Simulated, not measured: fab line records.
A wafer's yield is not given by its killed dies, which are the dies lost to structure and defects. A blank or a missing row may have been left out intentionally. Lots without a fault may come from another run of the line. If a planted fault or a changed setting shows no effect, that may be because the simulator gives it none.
Which of the tools did it?    flow n5_finfet    12 lots, 36 wafers sampled, at 4 steps of a route of 1938

== WHAT EACH GAUGE READ, for each wafer ==
N5_BEOL_M6_RS_MEAS_57: a four-point-probe measurement.
lot   measured      on             M6_RS (ohm/sq)
L076  day 10 14:08  film_metro-01  0.298 0.292 0.302
L077  day 11 01:22  film_metro-01  0.284 0.275 0.276
L079  day 11 19:01  film_metro-01  0.286 0.293 0.286
L081  day 11 23:32  film_metro-02  0.278 0.289 0.287
L085  day 12 13:24  film_metro-02  0.273 0.300 0.280
L084  day 13 03:52  film_metro-01  0.274 0.290 0.298
L089  day 13 08:49  film_metro-02  0.295 0.283 0.274
L088  day 14 00:01  film_metro-02  0.303 0.290 0.286
L091  day 14 20:31  film_metro-02  0.304 0.284 0.299
L094  day 15 04:48  film_metro-01  0.294 0.297 0.288
L095  day 15 08:41  film_metro-02  0.295 0.291 0.288
L097  day 16 05:31  film_metro-01  0.298 0.266 0.283

== EACH LOT AND THE TOOL THAT RAN IT (in order: tool; ch and the chambers of the sampled wafers; start) ==
lot   N5_BEOL_M6_ETCH_61                  N5_BEOL_M6_DESCUM_33                N5_BEOL_M6_SPUTTER_48
L076  rie_diel-05 ch 0,2, day 10 09:34    rie_diel-05 ch 0,2, day 10 11:04    pvd_sputter-03, day 10 12:50
L077  rie_diel-03 ch 0,1,2, day 10 20:22  rie_diel-01 ch 0,1,2, day 10 22:17  pvd_sputter-03, day 11 00:25
L079  rie_diel-01 ch 1,2,3, day 11 13:52  rie_diel-01 ch 0,1,2, day 11 15:47  pvd_sputter-01, day 11 17:47
L081  rie_diel-01 ch 1,2,3, day 11 16:53  rie_diel-05 ch 0,1,3, day 11 19:22  pvd_sputter-01, day 11 22:36
L085  rie_diel-01 ch 0,2, day 12 05:57    rie_diel-03 ch 1,2, day 12 10:11    pvd_sputter-01, day 12 12:28
L084  rie_diel-01 ch 1,3, day 12 23:27    rie_diel-03 ch 2,3, day 13 00:48    pvd_sputter-01, day 13 02:43
L089  rie_diel-05 ch 0,1,2, day 13 04:10  rie_diel-05 ch 2,3, day 13 05:53    pvd_sputter-02, day 13 07:53
L088  rie_diel-05 ch 0,1, day 13 17:44    rie_diel-05 ch 1,2,3, day 13 19:25  pvd_sputter-01, day 13 23:04
L091  rie_diel-03 ch 1,2, day 14 13:07    rie_diel-03 ch 1,2, day 14 17:17    pvd_sputter-03, day 14 19:25
L094  rie_diel-03 ch 0,1, day 14 22:31    rie_diel-05 ch 0,1, day 15 00:02    pvd_sputter-01, day 15 03:29
L095  rie_diel-05 ch 0,1,3, day 15 03:22  rie_diel-05 ch 1,2,3, day 15 05:03  pvd_sputter-02, day 15 07:34
L097  rie_diel-05 ch 0,1,3, day 15 23:58  rie_diel-03 ch 0,2, day 16 01:49    pvd_sputter-03, day 16 03:52
- N5_BEOL_M6_ETCH_61: etches SiARC in CF4, target depth 45.5 nm, time 75.8 s.
- N5_BEOL_M6_DESCUM_33: chemistry O2, time 7 s.
- N5_BEOL_M6_SPUTTER_48: material Cu, target thk 10 nm, time 1.667 s.

== THE ANSWER, worked out from the rows above alone ==
Rule: the usual values come from the lots themselves. The widest of any qualifying gaps counts: lots, ordered by their means at a reading, are off when they make up no more than a third of the lots, leave a main group of 4 or more, and stand apart from it by 3 or more times the standard deviation of that group's means. If all means in a main group match to the digits the tables above print for the reading, that group is not used. Also off: a lot with no number at a reading for which 4 or more lots have one. Any other lot the step has rows for is counted as sound.
No lot is off at any reading shown: from this, nothing can be told.

== WHAT THE SIMULATOR HAD INSERTED ==
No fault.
